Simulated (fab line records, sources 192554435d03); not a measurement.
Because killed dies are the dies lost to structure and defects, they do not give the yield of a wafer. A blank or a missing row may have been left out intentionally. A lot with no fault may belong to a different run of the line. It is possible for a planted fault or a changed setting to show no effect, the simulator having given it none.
The tool behind it: which one? ; flow n5 finfet ; 9 lots with 27 wafers sampled at 4 steps, on a route of 1938 steps

WHAT THE GAUGES SHOWED, per wafer
N5_BEOL_M0_SAQP_OVL_MEAS_15.
lot;measured;on;M0_CORE_OVL (nm)
L557;day 5 21:43;overlay-01;-0.4 -1.3 -1.4
L560;day 6 09:23;overlay-01;-0.4 0.2 -0.4
L561;day 6 20:01;overlay-02;0.1 -1.0 0.0
L565;day 7 22:38;overlay-02;1.7 -0.6 1.6
L567;day 8 06:35;overlay-02;0.2 0.5 0.4
L568;day 8 12:32;overlay-01;-0.3 0.3 -0.5
L573;day 9 15:50;overlay-02;-0.4 -0.3 -0.7
L577;day 10 15:46;overlay-01;1.1 0.3 0.5
L579;day 11 09:54;overlay-02;-0.6 0.3 0.6

EACH LOT AND THE TOOL THAT RAN IT (in order: tool; ch and the chambers of the sampled wafers; start)
lot;N5_MOL_CONTACT_COAG_ETCH_65;N5_MOL_CONTACT_COAG_ETCH_48;N5_BEOL_M0_SAQP_PECVD_96
L557;rie diel-04 ch 0,1, day 5 15:08;rie diel-02 ch 1,2, day 5 15:39;pecvd-04 ch 0,1,2, day 5 21:01
L560;rie diel-02 ch 0,3, day 6 03:06;rie diel-05 ch 1,2,3, day 6 03:46;pecvd-02 ch 0,1,2, day 6 08:42
L561;rie diel-02 ch 0,1,2, day 6 12:31;rie diel-05 ch 1,2,3, day 6 13:02;pecvd-01 ch 1,2, day 6 19:22
L565;rie diel-05 ch 2,3, day 7 16:21;rie diel-05 ch 0,2,3, day 7 17:02;pecvd-04 ch 0,2, day 7 22:04
L567;rie diel-05 ch 0,2, day 7 23:34;rie diel-02 ch 0,1,3, day 8 00:04;pecvd-04 ch 0,2, day 8 05:54
L568;rie diel-02 ch 1,2,3, day 8 05:43;rie diel-04 ch 1,3, day 8 06:22;pecvd-04 ch 1,2, day 8 11:56
L573;rie diel-05 ch 0,1,3, day 9 09:22;rie diel-05 ch 0,1,2, day 9 09:52;pecvd-02 ch 0,1,2, day 9 15:08
L577;rie diel-04 ch 0,1,2, day 10 08:19;rie diel-05 ch 0,3, day 10 10:29;pecvd-02 ch 0,1,2, day 10 15:13
L579;rie diel-02 ch 0,1,3, day 11 02:38;rie diel-02 ch 1,2, day 11 03:14;pecvd-02 ch 0,1,2, day 11 09:20
- N5_MOL_CONTACT_COAG_ETCH_65: etches underlayer in N2/H2, target depth 13 nm, time 10.4 s.
- N5_MOL_CONTACT_COAG_ETCH_48: etches SiOC in C4F6/O2, target depth 15 nm, overetch 4.5 nm, time 17 s.
- N5_BEOL_M0_SAQP_PECVD_96: deposits a-Si from SiH4/He, target thk 45 nm, time 45.2 s.

THE ANSWER, worked out from the rows above alone
Rule: what is usual is taken from the lots themselves. The widest of any qualifying gaps counts: lots, ordered by their means at a reading, are off when they make up no more than a third of the lots, leave a main group of 4 or more, and stand apart from it by 3 or more times the standard deviation of that group's means. A main group whose means are all the same, to the digits that the tables above print for the reading, isn't used. Also off: a lot with no number at a reading for which 4 or more lots have one. Where the step has rows for the other lots, those lots are counted as sound.
No lot is off at any reading shown: from this, nothing can be told.

WHAT HAD BEEN PUT IN BY THE SIMULATOR
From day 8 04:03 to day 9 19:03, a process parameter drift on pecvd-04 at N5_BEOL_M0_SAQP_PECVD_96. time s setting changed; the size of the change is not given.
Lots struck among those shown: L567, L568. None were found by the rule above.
